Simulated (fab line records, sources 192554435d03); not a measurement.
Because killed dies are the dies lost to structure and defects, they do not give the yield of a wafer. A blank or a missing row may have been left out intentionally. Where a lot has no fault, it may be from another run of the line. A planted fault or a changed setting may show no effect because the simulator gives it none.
The tool behind it: which one? | flow n5_finfet | 72 wafers from 24 lots sampled at 4 of the route's 1938 steps

## WHAT EACH GAUGE READ, for each wafer
N5_BEOL_M15_OVL_MEAS_29. Usual: M15_OVL typically reads -3 nm, with standard deviation 6.1.
lot  | measured     | on         | M15_OVL (nm) | flag
L074 | day 12 02:08 | overlay-02 | 0 -1 -3      |
L076 | day 12 22:26 | overlay-01 | -4 -1 0      |
L075 | day 13 01:04 | overlay-01 | 3 2 -5       |
L077 | day 13 02:47 | overlay-01 | -14 -14 -10  |
L080 | day 13 04:43 | overlay-01 | -1 7 -1      |
L078 | day 13 05:19 | overlay-01 | -7 1 -3      |
L079 | day 13 05:59 | overlay-02 | -9 -7 -10    |
L081 | day 14 10:13 | overlay-01 | 5 8 8        |
L084 | day 14 11:43 | overlay-02 | -6 -6 -6     |
L082 | day 14 14:31 | overlay-02 | -3 -5 -12    |
L083 | day 14 16:36 | overlay-02 | 7 -4 3       |
L086 | day 15 16:17 | overlay-01 | 3 -4 2       |
L087 | day 15 16:31 | overlay-01 | 7 5 9        |
L088 | day 15 16:46 | overlay-02 | -11 -16 -10  |
L090 | day 16 05:02 | overlay-01 | -6 -10 -8    |
L085 | day 16 05:10 | overlay-02 | -3 3 -6      |
L089 | day 16 05:47 | overlay-02 | 9 2 3        |
L092 | day 16 08:16 | overlay-02 | -8 -12 -15   |
L091 | day 16 23:49 | overlay-01 | -11 -17 -14  |
L094 | day 17 06:13 | overlay-01 | -4 2 3       |
L095 | day 17 09:18 | overlay-02 | -8 -5 -12    |
L093 | day 17 10:00 | overlay-01 | -14 -6 -5    |
L096 | day 17 18:13 | overlay-02 | -6 -8 -6     |
L097 | day 18 11:44 | overlay-02 | -3 3 0       |

N5_BEOL_M15_THK_MEAS_50: measures by xrf. Usual: M15_THK typically reads 860 nm, with standard deviation 18.
lot  | measured     | on            | M15_THK (nm) | flag
L074 | day 12 16:24 | film_metro-01 | 895 890 885  |
L076 | day 13 02:29 | film_metro-02 | 864 820 865  |
L075 | day 13 06:19 | film_metro-02 | 845 820 851  |
L077 | day 13 15:07 | film_metro-02 | 841 857 829  |
L080 | day 13 13:46 | film_metro-02 | 839 873 862  |
L078 | day 13 12:19 | film_metro-02 | 871 856 869  |
L079 | day 13 12:46 | film_metro-01 | 859 881 882  |
L081 | day 14 17:07 | film_metro-02 | 821 850 825  |
L084 | day 14 17:49 | film_metro-01 | 878 863 862  |
L082 | day 14 20:01 | film_metro-01 | 865 845 854  |
L083 | day 14 21:38 | film_metro-02 | 852 854 855  |
L086 | day 15 22:25 | film_metro-02 | 870 874 853  |
L087 | day 15 23:06 | film_metro-01 | 884 893 877  |
L088 | day 16 05:28 | film_metro-01 | 874 876 882  |
L090 | day 16 10:47 | film_metro-02 | 868 898 858  |
L085 | day 16 15:10 | film_metro-02 | 874 879 886  |
L089 | day 16 18:16 | film_metro-02 | 841 884 857  |
L092 | day 16 20:58 | film_metro-02 | 858 854 840  |
L091 | day 17 03:10 | film_metro-01 | 881 862 887  |
L094 | day 17 10:02 | film_metro-02 | 839 858 856  |
L095 | day 17 11:56 | film_metro-01 | 897 901 865  |
L093 | day 17 15:55 | film_metro-01 | 853 866 867  |
L096 | day 17 22:01 | film_metro-02 | 859 876 868  |
L097 | day 18 15:11 | film_metro-01 | 845 852 841  |

N5_BEOL_M15_INSPECT_55: inspects for defects (darkfield). Usual: raw_defect_count 69, standard deviation 20.
lot  | measured     | on                | raw_defect_count | flag
L074 | day 12 16:34 | defect_inspect-01 | 57 77 56         |
L076 | day 13 02:38 | defect_inspect-01 | 66 56 41         |
L075 | day 13 06:29 | defect_inspect-02 | 62 96 72         |
L077 | day 13 15:16 | defect_inspect-01 | 44 82 42         |
L080 | day 13 13:55 | defect_inspect-02 | 70 51 100        |
L078 | day 13 12:29 | defect_inspect-02 | 61 58 92         |
L079 | day 13 12:56 | defect_inspect-02 | 47 49 65         |
L081 | day 14 17:16 | defect_inspect-01 | 99 44 86         |
L084 | day 14 17:59 | defect_inspect-01 | 59 75 41         |
L082 | day 14 20:10 | defect_inspect-02 | 81 80 50         |
L083 | day 14 21:47 | defect_inspect-01 | 102 102 47       |
L086 | day 15 22:34 | defect_inspect-02 | 62 63 82         |
L087 | day 15 23:16 | defect_inspect-02 | 54 62 36         |
L088 | day 16 05:37 | defect_inspect-01 | 64 58 52         |
L090 | day 16 10:56 | defect_inspect-02 | 94 107 65        |
L085 | day 16 15:19 | defect_inspect-02 | 25 66 51         |
L089 | day 16 18:25 | defect_inspect-02 | 47 54 54         |
L092 | day 16 21:07 | defect_inspect-02 | 87 103 148       |
L091 | day 17 03:20 | defect_inspect-02 | 80 58 63         |
L094 | day 17 10:11 | defect_inspect-02 | 61 64 55         |
L095 | day 17 12:05 | defect_inspect-02 | 65 99 102        |
L093 | day 17 16:04 | defect_inspect-01 | 100 56 65        |
L096 | day 17 22:10 | defect_inspect-01 | 64 70 100        |
L097 | day 18 15:20 | defect_inspect-01 | 52 58 42         |

## TOOL THAT RAN EACH LOT (tool first, then ch and the chambers of the sampled wafers, then the start)
lot  | N5_BEOL_M15_DEP_53
L074 | pecvd-01 ch 0,2, day 12 16:28
L076 | pecvd-01 ch 0,1, day 13 02:32
L075 | pecvd-03 ch 0,2, day 13 06:23
L077 | pecvd-03 ch 0,1, day 13 15:10
L080 | pecvd-01 ch 0,1, day 13 13:49
L078 | pecvd-01 ch 0,1,2, day 13 12:23
L079 | pecvd-04 ch 0,2, day 13 12:50
L081 | pecvd-03 ch 0,1, day 14 17:10
L084 | pecvd-01 ch 0,2, day 14 17:53
L082 | pecvd-04 ch 0,1,2, day 14 20:04
L083 | pecvd-04 ch 1,2, day 14 21:42
L086 | pecvd-04 ch 0,2, day 15 22:28
L087 | pecvd-03 ch 0,1,2, day 15 23:10
L088 | pecvd-01 ch 0,1,2, day 16 05:32
L090 | pecvd-01 ch 0,1,2, day 16 10:51
L085 | pecvd-03 ch 0,1, day 16 15:14
L089 | pecvd-01 ch 0,1, day 16 18:19
L092 | pecvd-01 ch 0,1,2, day 16 21:01
L091 | pecvd-04 ch 0,1, day 17 03:14
L094 | pecvd-01 ch 1,2, day 17 10:06
L095 | pecvd-03 ch 0,1,2, day 17 12:01
L093 | pecvd-01 ch 0,2, day 17 15:59
L096 | pecvd-04 ch 0,1,2, day 17 22:04
L097 | pecvd-03 ch 0,1,2, day 18 15:15
- N5_BEOL_M15_DEP_53: deposits SiCN from 3MS/NH3, target thk 50 nm, time 17.8 s.

## WHAT THE TOOLS THEMSELVES READ (means of the sampled wafers that have a number; where no wafer has one, the mark that the record gives instead)
N5_BEOL_M15_DEP_53. Usual: showerhead_plenum_p_Torr 4.158 Torr, standard deviation 0.017; throttle_valve_pct 18.1 %, standard deviation 1.1.
lot  | tool     | showerhead_plenum_p_Torr (Torr) | throttle_valve_pct (%) | flag
L074 | pecvd-01 | 4.158                           | 17.9                   |
L076 | pecvd-01 | 4.158                           | 18.8                   |
L075 | pecvd-03 | 4.173                           | 17.2                   |
L077 | pecvd-03 | 4.173                           | 18.6                   |
L080 | pecvd-01 | 4.161                           | 19.5                   |
L078 | pecvd-01 | 4.149                           | 18.7                   |
L079 | pecvd-04 | 4.151                           | 17.2                   |
L081 | pecvd-03 | 4.173                           | 18.2                   |
L084 | pecvd-01 | 4.143                           | 17.7                   |
L082 | pecvd-04 | 4.151                           | 17.4                   |
L083 | pecvd-04 | 4.134                           | 17.0                   |
L086 | pecvd-04 | 4.159                           | 17.2                   |
L087 | pecvd-03 | 4.168                           | 17.9                   |
L088 | pecvd-01 | 4.151                           | 18.7                   |
L090 | pecvd-01 | 4.155                           | 18.5                   |
L085 | pecvd-03 | 4.179                           | 18.2                   |
L089 | pecvd-01 | 4.158                           | 19.7                   |
L092 | pecvd-01 | 4.149                           | 18.7                   |
L091 | pecvd-04 | 4.168                           | 17.6                   |
L094 | pecvd-01 | 4.144                           | 18.5                   |
L095 | pecvd-03 | 4.170                           | 18.0                   |
L093 | pecvd-01 | 4.147                           | 17.8                   |
L096 | pecvd-04 | 4.147                           | 17.5                   |
L097 | pecvd-03 | 4.173                           | 18.1                   |

## THE ANSWER, worked out from the rows above alone
Rule: a lot is off if the mean of its wafers that have a number lies more than 3 standard deviations from the usual mean. A lot without any number at a reading at which 4 lots or more have one is off too. Any other lot the step has rows for is counted as sound. After the gauges, taken in route order, come the tools' own readings; for these a lot's mean is taken, as printed above. The first step at which some lot is off is used, and at that step the reading that is off furthest; a lot without a number counts as furthest.
No lot is off at any reading shown: from this, nothing can be told.

## WHAT THE SIMULATOR PUT IN
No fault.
